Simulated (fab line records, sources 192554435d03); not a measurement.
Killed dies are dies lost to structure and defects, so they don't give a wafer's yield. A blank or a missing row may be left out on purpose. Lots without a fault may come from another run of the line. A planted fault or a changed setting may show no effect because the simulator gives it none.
Chamber matching | flow n5_finfet | N5_BEOL_M6_ALD_77 on ald_metal-04: 4 sister chambers
The step deposits TaN, target thk 2 nm, pulse time 2 s, purge time 3 s. 4 wafers are shown with their chamber, then 7 later ones without.

WAFERS WITH THEIR CHAMBER
wafer  | chamber | heater_power_w (W)
L092.4 | 3       | 350
L092.6 | 1       | 493
L094.1 | 0       | 357
L094.2 | 2       | 477

WAFERS WITHOUT THEIR CHAMBER
wafer  | heater_power_w (W)
L094.5 | 358
L096.2 | 488
L096.3 | 487
L096.4 | 361
L097.2 | 359
L097.4 | 489
L097.5 | 494

WHICH CHAMBER EACH WENT THROUGH
wafer  | from the rows above     | in truth
L094.5 | can't be placed: 0 or 3 | 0
L096.2 | can't be placed: 1 or 2 | 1
L096.3 | can't be placed: 1 or 2 | 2
L096.4 | can't be placed: 0 or 3 | 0
L097.2 | can't be placed: 0 or 3 | 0
L097.4 | 1                       | 1
L097.5 | 1                       | 1
Placed correctly: 2 of 7. Can't be placed from these rows: 5 (the true chamber is among the candidates in 5). Placed wrongly: 0.
How it was worked out, from the rows above alone: a wafer's distance from a chamber is the root of the sum, over the readings, of the square of ((its reading less the chamber's mean) divided by the reading's scatter). The wafer belongs to the nearest chamber; if the next one is less than 2 further off, it can't be placed. A chamber's mean is the mean of its shown wafers. The scatter: with one shown wafer a chamber, the root of the mean of the squares of how far each hidden wafer lies from its nearest shown one.
